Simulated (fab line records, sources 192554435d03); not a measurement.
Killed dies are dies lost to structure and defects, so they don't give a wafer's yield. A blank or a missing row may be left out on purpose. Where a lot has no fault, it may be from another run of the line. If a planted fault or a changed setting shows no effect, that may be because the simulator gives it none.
fab line records ; flow n5Finfet
record: lots: 7; wafers: 39
route steps=1938 shown BEOL_M13@1659 MIM_BOT_ETCH@1868
startH: start of the lot's first displayed wafer, in hours after the record's first day ; waitH: how many hours have passed since the lot's step before this one ; " as in the row above ; L1.1+2: one row covering several wafers at once ; - either no value or no given start ; * or withheld: withheld ; < > ~ a bound
route shown NAME@n: names a module that has steps shown in the file, with the first one's number in the route ; usual: mean and standard deviation over wafers with no fault ; same: alike in all rows ; chamber/n: place in a boat ; sites: per-site readings ; _std_site: standard deviation across them ; _edge_site: the outer-site mean with the inner-site mean subtracted ; radiusMm: for every site, how far away it sits from the centre of the wafer ; mask NAME#n: copy n ; behind: tool/chamber where the wafer was last shaped ; hold: what put the lot on hold/how long, in hours/how the hold closed ; device: names the non-switching transistor (n, p or np) ; end of line: tests of these same wafers at the route's end ; a step given without rows: its recipe and nothing more ; killed: count of dies lost to structure and defects at first sort (not the wafer's yield) ; map: the dies of a wafer, with x for killed, . for not killed, _ for no die there
set.NAME: the setting as run; set.NAME@STEP: as run at that earlier step ; model.NAME: the simulator's own value behind a step, which no gauge read
lots where settings were altered on purpose, with a table for each step and a row for each wafer
== steps ==
step: N5_BEOL_M13_ILD_DEP_00
recipe: material: SiOC; targetThkA: 8379.2; tempC: 350; precursor: DEMS/O2; pressureTorr: 5; rfW: 500; timeS: 166.4
lot.wafer;tool;chamber;startH;waitH;set.timeS;model.SiOC_of_BEOL_M13_ILD_DEP_00.thkNm
L074.1;pecvd-01;1;261.75;0.0;141.1;704.8
L074.2;pecvd-01;0;261.75;0.0;166.4;838.8
L074.3;pecvd-01;2;261.75;0.0;166.4;836.6
L074.4;pecvd-01;2;261.75;0.0;166.4;838.4
L074.5;pecvd-01;1;261.75;0.0;141.1;709.2
L074.6;pecvd-01;0;261.75;0.0;141.1;715.6
L084.1;pecvd-04;1;306.40;0.0;166.4;828.4
L084.2;pecvd-04;0;306.40;0.0;166.4;835
L084.3;pecvd-04;2;306.40;0.0;166.4;839.2
L084.4;pecvd-04;0;306.40;0.0;166.4;845.4
L084.5;pecvd-04;2;306.40;0.0;166.4;850.4
L084.6;pecvd-04;1;306.40;0.0;166.4;832.4
L083.1;pecvd-04;2;312.81;0.0;166.4;844.2
L083.2;pecvd-04;0;312.81;0.0;125.6;632.2
L083.3;pecvd-04;1;312.81;0.0;166.4;824.6
L083.4;pecvd-04;0;312.81;0.0;166.4;847
L083.5;pecvd-04;1;312.81;0.0;125.6;633.4
L083.6;pecvd-04;2;312.81;0.0;125.6;635.2
L094.1;pecvd-01;2;373.00;0.0;254.9;1288
L094.2;pecvd-01;1;373.00;0.0;254.9;1285
L094.3;pecvd-01;0;373.00;0.0;166.4;839
L094.4;pecvd-01;2;373.00;0.0;254.9;1303
L094.5;pecvd-01;1;373.00;0.0;166.4;855.6
L094.6;pecvd-01;0;373.00;0.0;166.4;857.8
L095.1;pecvd-02;2;385.42;0.0;166.4;835.2
L095.2;pecvd-02;1;385.42;0.0;166.4;835.4
L095.3;pecvd-02;0;385.42;0.0;166.4;846.4
L095.4;pecvd-02;1;385.42;0.0;166.4;845.4
L095.5;pecvd-02;0;385.42;0.0;166.4;845.8
L095.6;pecvd-02;2;385.42;0.0;166.4;853.2
L096.2;pecvd-01;2;389.85;0.0;166.4;838.2
L096.3;pecvd-01;0;389.85;0.0;166.4;833.2
L096.4;pecvd-01;2;389.85;0.0;166.4;840
L097.1;pecvd-01;0;395.53;0.0;166.4;840.4
L097.2;pecvd-01;1;395.53;0.0;166.4;845.4
L097.3;pecvd-01;2;395.53;0.0;166.4;833
L097.4;pecvd-01;1;395.53;0.0;166.4;854
L097.5;pecvd-01;2;395.53;0.0;166.4;854.6
L097.6;pecvd-01;0;395.53;0.0;166.4;846.6
step: N5_BEOL_M13_THK_MEAS_01
recipe: reads: SiOC_of_BEOL_M13_ILD_DEP_00
usual: M13_ILD_THK: 841/9.8
lot.wafer;tool;chamber;startH;waitH;set.timeS@BEOL_M13_ILD_DEP_00;M13_ILD_THK[nm]
L074.1;filmMetro-01;-;261.90;0.1;141.1;705
L074.2;filmMetro-01;-;261.90;0.1;166.4;838
L074.3;filmMetro-01;-;261.90;0.1;166.4;837
L074.4;filmMetro-01;-;261.90;0.1;166.4;839
L074.5;filmMetro-01;-;261.90;0.1;141.1;710
L074.6;filmMetro-01;-;261.90;0.1;141.1;715
L084.1;filmMetro-01;-;306.55;0.1;166.4;829
L084.2;filmMetro-01;-;306.55;0.1;166.4;835
L084.3;filmMetro-01;-;306.55;0.1;166.4;839
L084.4;filmMetro-01;-;306.55;0.1;166.4;845
L084.5;filmMetro-01;-;306.55;0.1;166.4;851
L084.6;filmMetro-01;-;306.55;0.1;166.4;832
L083.1;filmMetro-02;-;312.96;0.1;166.4;844
L083.2;filmMetro-02;-;312.96;0.1;125.6;632
L083.3;filmMetro-02;-;312.96;0.1;166.4;825
L083.4;filmMetro-02;-;312.96;0.1;166.4;847
L083.5;filmMetro-02;-;312.96;0.1;125.6;634
L083.6;filmMetro-02;-;312.96;0.1;125.6;635
L094.1;filmMetro-01;-;373.15;0.1;254.9;1289
L094.2;filmMetro-01;-;373.15;0.1;254.9;1286
L094.3;filmMetro-01;-;373.15;0.1;166.4;838
L094.4;filmMetro-01;-;373.15;0.1;254.9;1304
L094.5;filmMetro-01;-;373.15;0.1;166.4;856
L094.6;filmMetro-01;-;373.15;0.1;166.4;857
L095.1;filmMetro-01;-;385.57;0.1;166.4;835
L095.2;filmMetro-01;-;385.57;0.1;166.4;835
L095.3;filmMetro-01;-;385.57;0.1;166.4;846
L095.4;filmMetro-01;-;385.57;0.1;166.4;845
L095.5;filmMetro-01;-;385.57;0.1;166.4;846
L095.6;filmMetro-01;-;385.57;0.1;166.4;853
L096.2;filmMetro-01;-;390.00;0.1;166.4;839
L096.3;filmMetro-01;-;390.00;0.1;166.4;833
L096.4;filmMetro-01;-;390.00;0.1;166.4;840
L097.1;filmMetro-02;-;395.68;0.1;166.4;840
L097.2;filmMetro-02;-;395.68;0.1;166.4;845
L097.3;filmMetro-02;-;395.68;0.1;166.4;833
L097.4;filmMetro-02;-;395.68;0.1;166.4;854
L097.5;filmMetro-02;-;395.68;0.1;166.4;855
L097.6;filmMetro-02;-;395.68;0.1;166.4;847
step: N5_BEOL_M13_COAT_58
recipe: resist: BARC; tempC: 205; timeS: 60; spinRpm: 1500; resistThkNm: 89
step: N5_BEOL_M13_COAT_04
recipe: spinRpm: 1625; resistThkNm: 400
step: N5_BEOL_M13_DESCUM_15
recipe: chemistry: O2; timeS: 7.9; sourcePowerW: 50; biasPowerW: 20; pressureMtorr: 20; rfFrequencyHz: 2.712e+07; tempC: 40; o2FlowSccm: 225
step: N5_BEOL_M13_ETCH_59
recipe: chemistry: N2/H2; target: BARC; targetDepthA: 890; overetchA: 267; timeS: 67.9; ionEnergyEv: 200; pressureMtorr: 30; sourceW: 840; biasW: 150; n2FlowSccm: 200; h2FlowSccm: 200
step: N5_BEOL_M13_VIA_ETCH_16
recipe: chemistry: C4F8/O2/Ar; target: SiOC; pressureMtorr: 30; sourceW: 3000; biasW: 700; Ar_flow_sccm: 400; C4F8_flow_sccm: 15; O2_flow_sccm: 8; heInnerTorr: 15; heOuterTorr: 30; targetDepthA: 9217; timeS: withheld; ionEnergyEv: 250; ends: cleared
lot.wafer;tool;chamber;startH;waitH;set.timeS@BEOL_M13_ILD_DEP_00;model.etch.depthNm;model.coat_of_BEOL_M13_COAT_04.thkNm
L074.1;rieDiel-06;1;262.76;0.0;*;704.8;113.4
L074.2;rieDiel-06;2;262.76;0.0;*;838.7;69
L074.3;rieDiel-06;3;262.76;0.0;*;836.6;73.4
L074.4;rieDiel-06;0;262.76;0.0;*;838.5;71
L074.5;rieDiel-06;1;262.76;0.0;*;709.1;111.2
L074.6;rieDiel-06;0;262.76;0.0;*;715.7;105.8
L084.1;rieDiel-03;3;307.03;0.0;*;828.3;75.2
L084.2;rieDiel-03;2;307.03;0.0;*;835;67.4
L084.3;rieDiel-03;1;307.03;0.0;*;839.2;73.6
L084.4;rieDiel-03;0;307.03;0.0;*;845.4;67
L084.5;rieDiel-03;1;307.03;0.0;*;850.5;69.8
L084.6;rieDiel-03;0;307.03;0.0;*;832.4;68.6
L083.1;rieDiel-06;3;313.57;0.0;*;844.1;74.4
L083.2;rieDiel-06;0;313.57;0.0;*;632.1;133.6
L083.3;rieDiel-06;1;313.57;0.0;*;824.5;80.8
L083.4;rieDiel-06;2;313.57;0.0;*;847.1;69
L083.5;rieDiel-06;2;313.57;0.0;*;633.4;131
L083.6;rieDiel-06;1;313.57;0.0;*;635.2;136.2
L094.1;rieDiel-04;3;373.63;0.0;*;1288;0
L094.2;rieDiel-04;2;373.63;0.0;*;1285;0
L094.3;rieDiel-04;0;373.63;0.0;*;839;73.4
L094.4;rieDiel-04;1;373.63;0.0;*;1303;0
L094.5;rieDiel-04;2;373.63;0.0;*;855.7;62.2
L094.6;rieDiel-04;1;373.63;0.0;*;857.8;66.8
L095.1;rieDiel-03;3;386.05;0.0;*;835.2;73.2
L095.2;rieDiel-03;0;386.05;0.0;*;835.4;70.8
L095.3;rieDiel-03;1;386.05;0.0;*;846.3;69.6
L095.4;rieDiel-03;2;386.05;0.0;*;845.4;65.8
L095.5;rieDiel-03;3;386.05;0.0;*;845.9;69
L095.6;rieDiel-03;2;386.05;0.0;*;853.2;63.6
L096.2;rieDiel-06;2;390.48;0.0;*;838.3;70
L096.3;rieDiel-06;3;390.48;0.0;*;833.2;72.6
L096.4;rieDiel-06;2;390.48;0.0;*;839.9;69
L097.1;rieDiel-03;3;396.28;0.0;*;840.4;72
L097.2;rieDiel-03;0;396.28;0.0;*;845.4;66.8
L097.3;rieDiel-03;1;396.28;0.0;*;832.9;75.2
L097.4;rieDiel-03;2;396.28;0.0;*;854;63.8
L097.5;rieDiel-03;2;396.28;0.0;*;854.6;62.8
L097.6;rieDiel-03;3;396.28;0.0;*;846.7;71.8
step: N5_BEOL_M13_STRIP_63
recipe: chemistry: N2/H2; powerW: 1000; tempC: 250; h2Frac: 0.65; overashFraction: 0.3; pressureMtorr: 1000; n2FlowSccm: 1750; h2FlowSccm: 3250
usual: oesProductAu: 0.674/0.0049; stripTimeToEndpointS: 27.9/1.2
lot.wafer;tool;chamber;startH;waitH;set.timeS@BEOL_M13_ILD_DEP_00;oesProductAu;stripTimeToEndpointS
L074.1;plasmaAsher-01;1;262.99;-;141.1;0.685;39.9
L074.2;plasmaAsher-01;0;262.99;-;166.4;0.678;27.4
L074.3;plasmaAsher-01;0;262.99;-;166.4;0.669;28.7
L074.4;plasmaAsher-01;1;262.99;-;166.4;0.678;28.0
L074.5;plasmaAsher-01;0;262.99;-;141.1;0.690;39.3
L074.6;plasmaAsher-01;1;262.99;-;141.1;0.679;37.8
L084.1;plasmaAsher-02;0;307.44;-;166.4;0.678;29.2
L084.2;plasmaAsher-02;1;307.44;-;166.4;0.671;26.9
L084.3;plasmaAsher-02;1;307.44;-;166.4;0.677;28.7
L084.4;plasmaAsher-02;0;307.44;-;166.4;0.676;26.8
L084.5;plasmaAsher-02;1;307.44;-;166.4;0.671;27.6
L084.6;plasmaAsher-02;0;307.44;-;166.4;0.665;27.3
L083.1;plasmaAsher-02;1;313.80;-;166.4;0.679;29.0
L083.2;plasmaAsher-02;0;313.80;-;125.6;0.690;45.3
L083.3;plasmaAsher-02;1;313.80;-;166.4;0.687;30.8
L083.4;plasmaAsher-02;0;313.80;-;166.4;0.669;27.3
L083.5;plasmaAsher-02;1;313.80;-;125.6;0.708;44.7
L083.6;plasmaAsher-02;0;313.80;-;125.6;0.702;46.0
L094.1;plasmaAsher-02;1;373.87;-;254.9;0.228;0.0
L094.2;plasmaAsher-02;0;373.87;-;254.9;0.225;0.0
L094.3;plasmaAsher-02;1;373.87;-;166.4;0.673;28.6
L094.4;plasmaAsher-02;0;373.87;-;254.9;0.231;0.0
L094.5;plasmaAsher-02;1;373.87;-;166.4;0.669;25.4
L094.6;plasmaAsher-02;0;373.87;-;166.4;0.682;26.7
L095.1;plasmaAsher-01;0;386.28;-;166.4;0.674;28.6
L095.2;plasmaAsher-01;1;386.28;-;166.4;0.675;27.9
L095.3;plasmaAsher-01;0;386.28;-;166.4;0.663;27.6
L095.4;plasmaAsher-01;1;386.28;-;166.4;0.671;26.4
L095.5;plasmaAsher-01;0;386.28;-;166.4;0.672;27.4
L095.6;plasmaAsher-01;1;386.28;-;166.4;0.674;25.8
L096.2;plasmaAsher-01;1;390.71;-;166.4;0.673;27.7
L096.3;plasmaAsher-01;1;390.71;-;166.4;0.675;28.4
L096.4;plasmaAsher-01;0;390.71;-;166.4;0.681;27.4
L097.1;plasmaAsher-01;0;396.54;-;166.4;0.673;28.2
L097.2;plasmaAsher-01;1;396.54;-;166.4;0.669;26.7
L097.3;plasmaAsher-01;1;396.54;-;166.4;0.679;29.2
L097.4;plasmaAsher-01;0;396.54;-;166.4;0.678;25.8
L097.5;plasmaAsher-01;1;396.54;-;166.4;0.668;25.5
L097.6;plasmaAsher-01;0;396.54;-;166.4;0.674;28.2
step: N5_MIM_BOT_ETCH_ETCH_00
recipe: chemistry: Cl2/BCl3; target: TiN; targetDepthA: 455; ionEnergyEv: 150; pressureMtorr: 10; icpW: 1000; biasW: 126; Cl2_flow_sccm: 53.25; bcl3FlowSccm: 21.75; Ar_flow_sccm: 25
lot.wafer;tool;chamber;startH;waitH;set.targetDepthA;model.etch.depthNm;model.MIM_BOT_ETCH.cdOffsetNm
L074.1;rieMetal-02;1;283.15;0.1;455;45.26;0.4
L074.2;rieMetal-02;0;283.15;0.1;660.3;67.73;-1.2
L074.3;rieMetal-02;1;283.15;0.1;455;45.18;-0.2
L074.4;rieMetal-02;0;283.15;0.1;455;46.87;0.2
L074.5;rieMetal-02;0;283.15;0.1;660.3;68.24;-1
L074.6;rieMetal-02;1;283.15;0.1;660.3;65.63;-1
L084.1;rieMetal-03;1;331.91;0.1;689.8;67.4;-1.6
L084.2;rieMetal-03;0;331.91;0.1;455;43.63;-0.4
L084.3;rieMetal-03;0;331.91;0.1;689.8;66.71;-1.4
L084.4;rieMetal-03;1;331.91;0.1;455;44.05;-0.6
L084.5;rieMetal-03;0;331.91;0.1;455;43.48;-0.4
L084.6;rieMetal-03;1;331.91;0.1;689.8;67.38;-1.2
L083.1;rieMetal-01;0;337.03;0.1;455;44.85;0
L083.2;rieMetal-01;1;337.03;0.1;455;46.29;-0.4
L083.3;rieMetal-01;1;337.03;0.1;455;46.15;-0.2
L083.4;rieMetal-01;0;337.03;0.1;455;45.01;0.4
L083.5;rieMetal-01;1;337.03;0.1;455;45.57;0
L083.6;rieMetal-01;0;337.03;0.1;455;45.21;0
L094.1;rieMetal-01;0;400.44;0.1;455;44.46;0
L094.2;rieMetal-01;1;400.44;0.1;455;45.95;-0.4
L094.3;rieMetal-01;0;400.44;0.1;455;44.57;-0.4
L094.4;rieMetal-01;1;400.44;0.1;455;46.72;0
L094.5;rieMetal-01;0;400.44;0.1;455;44.43;0
L094.6;rieMetal-01;1;400.44;0.1;455;45.98;-0.4
L096.2;rieMetal-02;1;413.24;0.1;455;45.75;-0.4
L096.3;rieMetal-02;0;413.24;0.1;455;46.53;0
L096.4;rieMetal-02;1;413.24;0.1;455;45.72;-0.4
L095.1;rieMetal-01;1;413.36;0.1;455;46;0
L095.2;rieMetal-01;0;413.36;0.1;455;44.95;-0.2
L095.3;rieMetal-01;1;413.36;0.1;712.8;72.83;-1.4
L095.4;rieMetal-01;0;413.36;0.1;712.8;69.7;-1.4
L095.5;rieMetal-01;1;413.36;0.1;712.8;72.5;-1
L095.6;rieMetal-01;0;413.36;0.1;455;44.7;-0.2
L097.1;rieMetal-03;0;418.48;0.1;455;44.28;0.2
L097.2;rieMetal-03;1;418.48;0.1;227.9;22.57;0.8
L097.3;rieMetal-03;1;418.48;0.1;227.9;22.52;1
L097.4;rieMetal-03;0;418.48;0.1;455;44.19;0
L097.5;rieMetal-03;0;418.48;0.1;455;44.32;0.2
L097.6;rieMetal-03;1;418.48;0.1;227.9;22.38;1
== key ==
split: step: N5_BEOL_M13_ILD_DEP_00; setting: timeS; stated: 166.4; by: wafer
response: step: N5_BEOL_M13_ILD_DEP_00; reading: model.SiOC_of_BEOL_M13_ILD_DEP_00.thkNm; change: +8.32; per: 1%; r: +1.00
response: step: N5_BEOL_M13_THK_MEAS_01; reading: M13_ILD_THK; change: +8.33; per: 1%; r: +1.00
response: step: N5_BEOL_M13_VIA_ETCH_16; reading: model.etch.depthNm; change: +8.31; per: 1%; r: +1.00
response: step: N5_BEOL_M13_VIA_ETCH_16; reading: model.coat_of_BEOL_M13_COAT_04.thkNm; change: -1.54; per: 1%; r: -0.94
response: step: N5_BEOL_M13_STRIP_63; reading: oesProductAu; change: -0.00668; per: 1%; r: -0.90
response: step: N5_BEOL_M13_STRIP_63; reading: stripTimeToEndpointS; shape: bent; atLowest: *; atStated: *; atHighest: *
split: step: N5_MIM_BOT_ETCH_ETCH_00; setting: targetDepthA; stated: 455; by: wafer
response: step: N5_MIM_BOT_ETCH_ETCH_00; reading: model.etch.depthNm; change: +0.458; per: 1%; r: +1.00
response: step: N5_MIM_BOT_ETCH_ETCH_00; reading: model.MIM_BOT_ETCH.cdOffsetNm; change: -0.0199; per: 1%; r: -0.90
